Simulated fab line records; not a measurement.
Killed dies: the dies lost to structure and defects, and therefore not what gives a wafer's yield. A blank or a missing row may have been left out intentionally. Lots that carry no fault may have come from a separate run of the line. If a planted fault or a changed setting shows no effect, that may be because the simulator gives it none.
2 desks looking at one fault	flow n5 finfet	what lay behind the numbers comes last; until then each desk has only its own

## THE TOOL OWNER'S DESK: rie diel-02
The tool's own readings at N5_BEOL_M2_ETCH_70 (etches SOC in N2/H2, target depth 80 nm, overetch 24 nm, time 130 s): means of the sampled wafers that have a number, for each lot that ran on this tool. Any lot whose mean is over 4 standard deviations away from the usual mean is out of limits and marked OUT; that distance is given in the brackets.
Columns: A = drypump motor current A at N5_BEOL_M2_ETCH_70, usual 5.8 A; B = n2 flow sccm at N5_BEOL_M2_ETCH_70, usual 200.0 sccm; C = oes product au at N5_BEOL_M2_ETCH_70, usual 0.59 a.u.; D = rf vpp V at N5_BEOL_M2_ETCH_70, usual 525.2 V; E = run length s at N5_BEOL_M2_ETCH_70, usual 153.7 s; F = showerhead plenum p Torr at N5_BEOL_M2_ETCH_70, usual 2.59 Torr; G = throttle valve pct at N5_BEOL_M2_ETCH_70, usual 17.81 %
lot	first seen here	A	B	C	D	E	F	G
L754	day 8 02:02	6.1	199.4	0.52	522.0	153.6	2.48	18.02
L755	day 8 18:08	5.7	200.2	0.56	520.9	153.4	2.43	18.02
L760	day 9 12:10	6.0	199.7	0.64	526.6	142.1 (-31) OUT	2.65	17.92
L762	day 10 05:09	6.0	199.8	0.62	527.5	142.6 (-30) OUT	2.65	17.93
L765	day 10 09:01	5.9	199.4	0.78	527.4	130.3 (-63) OUT	2.69	17.87
L771	day 12 16:23	5.6	200.8	0.61	526.1	153.7	2.61	17.87
L774	day 13 04:49	5.7	200.5	0.63	526.8	153.5	2.63	17.78
This desk's verdict: out of limits on L760, L762, L765, starting with L760 at day 9 12:10 (run length s at N5_BEOL_M2_ETCH_70). L754, L755, L771, L774 stayed within limits.

## THE METROLOGY DESK
Lot by lot, what the gauges showed, no matter which tool ran the lot: averages of those sampled wafers that carry a number. Any lot whose mean is over 4 standard deviations away from the usual mean is out of limits and marked OUT; that distance is given in the brackets. Of its 11 readings 7 are shown: those that lie furthest out on some lot.
Columns: A = DIBL_N at N5_BEOL_M4_RC_MEAS_101, usual 36.4 mV/V; B = IOFF_N at N5_BEOL_M4_RC_MEAS_101, usual 0.156 nA/um; C = ION_N at N5_BEOL_M4_RC_MEAS_101, usual 675 uA/um; D = ION_P at N5_BEOL_M4_RC_MEAS_101, usual 463 uA/um; E = SS_P at N5_BEOL_M4_RC_MEAS_101, usual 73.3 mV/dec; F = VT_N at N5_BEOL_M4_RC_MEAS_101, usual 250 mV; G = VT_P at N5_BEOL_M4_RC_MEAS_101, usual -250.3 mV
lot	first seen here	A	B	C	D	E	F	G
L751	day 7 04:59	37.3	0.150	674	462	73.6	253	-249.6
L754	day 8 02:23	35.9	0.159	677	457	73.5	248	-251.8
L755	day 8 18:29	34.6	0.129	675	471	72.7	251	-248.8
L760	day 9 12:32	36.8	0.159	676	460	73.0	252	-248.9
L762	day 10 05:31	35.4	0.127	656	456	72.7	256	-249.6
L765	day 10 09:23	35.2	0.148	666	458	73.2	250	-254.1
L769	day 12 04:45	37.7	0.166	678	467	73.4	251	-248.3
L771	day 12 16:44	35.4	0.142	673	467	73.4	252	-249.2
L774	day 13 05:10	36.3	0.159	671	467	72.9	250	-249.1
This desk found nothing out of limits on any of the 9 lots.

## ALL TOGETHER
An alarm could have come from the tool owner's desk at day 9 12:10, on L760, L762, L765.
Metrology desk: nothing out of limits seen.
The metrology desk holds a record of L760, L762, L765, inside its limits.
N5_BEOL_M2_ETCH_70 was run on rie diel-02 by each of the lots named.

## WHAT HAD BEEN PUT IN BY THE SIMULATOR
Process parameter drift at N5_BEOL_M2_ETCH_70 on rie diel-02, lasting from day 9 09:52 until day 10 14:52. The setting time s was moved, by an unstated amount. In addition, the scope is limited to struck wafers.
Struck lots among those shown: L760, L762, L765.
Hours from the fault's start to each desk's first reading out of limits: the tool owner's desk, 2.
